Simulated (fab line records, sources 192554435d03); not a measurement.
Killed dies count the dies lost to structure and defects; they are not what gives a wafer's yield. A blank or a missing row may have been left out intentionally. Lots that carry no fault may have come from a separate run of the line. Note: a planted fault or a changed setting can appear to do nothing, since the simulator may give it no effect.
Split-lot experiment -- flow n5-finfet -- on a route of 1938 steps: 7 lots, 21 wafers read

ABOUT THE SPLIT
At N5_BEOL_M0_CUTY_COAT_50 (time 60 s, resist thk 15 nm), the setting spin-rpm was moved away from the recipe's 1500 rpm on 7 of the 21 wafers read, by -9.3% to +9.6%. The other wafers ran this setting at the recipe's value.

The reading comes from the split's own step.

THE READING
SiARC_of_BEOL_M0_CUTY_COAT_50.thk-nm (the simulator's own value, which no gauge read), in nm, at N5_BEOL_M0_CUTY_COAT_50 (time 60 s, resist thk 15 nm). No usual value for it is given in the file. Here, 14 wafers ran the recipe; their average is 15.0 nm with a standard deviation of 0.052 nm.

wafer,"tool, chamber at the split","spin-rpm as run, rpm",against the recipe,"SiARC_of_BEOL_M0_CUTY_COAT_50.thk-nm, nm",against lot-mates on the recipe
L076.1,"litho-track-03, 0",1500,recipe,15,-
L076.6,"litho-track-03, 0",1500,recipe,15,-
L076.3,"litho-track-03, 0",1432,-4.5%,15.4,+0.4
L078.2,"litho-track-02, 0",1500,recipe,15,-
L078.3,"litho-track-02, 0",1500,recipe,15,-
L078.6,"litho-track-02, 0",1500,recipe,15,-
L080.1,"litho-track-03, 0",1500,recipe,15,-
L080.6,"litho-track-03, 0",1500,recipe,15,-
L080.5,"litho-track-03, 0",1402,-6.5%,15.6,+0.6
L086.1,"litho-track-02, 0",1500,recipe,15,-
L086.6,"litho-track-02, 0",1500,recipe,15,-
L086.4,"litho-track-02, 0",1375,-8.3%,15.6,+0.6
L085.1,"litho-track-02, 0",1644,+9.6%,14.4,-0.6
L085.2,"litho-track-02, 0",1500,recipe,15,-
L085.4,"litho-track-02, 0",1644,+9.6%,14.2,-0.8
L093.2,"litho-track-02, 0",1360,-9.3%,15.8,+0.8
L093.5,"litho-track-02, 0",1500,recipe,15,-
L093.6,"litho-track-02, 0",1500,recipe,15,-
L094.1,"litho-track-03, 0",1500,recipe,15.2,-
L094.4,"litho-track-03, 0",1368,-8.8%,15.8,+0.7
L094.6,"litho-track-03, 0",1500,recipe,15,-

THE FIT
A straight line over all 21 wafers: SiARC_of_BEOL_M0_CUTY_COAT_50.thk-nm changes by -0.0793 nm for each +1% of spin-rpm; r = -0.99; the points scatter about the line by 0.065 nm.
The same after taking each lot's own level away (the mean of its wafers on the recipe; 21 wafers): -0.078 nm for each +1%; r = -0.99; scatter 0.056 nm.
On that fit, the largest move of spin-rpm shifts the reading by 0.75 nm.
From 15.00 to 15.10 nm: that is the span of the lots' own levels, equal to 1.9 times the standard deviation above.
Consequently the slope shifts little with the lot-to-lot level, the two slopes agreeing.
Check: -0.79 nm against its lot-mates is what the line predicts for one of the wafers moved furthest among these (+9.6%) when that wafer is left out of the fit. Against them it came out at -0.6 nm.

OTHER SPLITS ON THESE WAFERS
Before the reading, these wafers also passed through other splits. Each is held against what the fit with the lots' levels taken away leaves over:
other split on the same wafers,wafers away from the commonest value,r with SiARC_of_BEOL_M0_CUTY_COAT_50.thk-nm (lot level and that fit taken away)
N5_GATE_CUT_DESCUM_18 time-s,6,+0.19
N5_MOL_CONTACT_COAG_ETCHBACK_135 time-s,8,-0.09
N5_MOL_CONTACT_COAG_VIA_ETCH_46 bias-w,6,+0.21
N5_MOL_CONTACT_COAG_CVD_140 target-thk-a,6,-0.25
N5_BEOL_M0_SAQP_ETCH_88 source-w,8,-0.05

FILE'S OWN FIT
SiARC_of_BEOL_M0_CUTY_COAT_50.thk-nm changes by -0.0798 nm for each +1% of spin-rpm, r = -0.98.
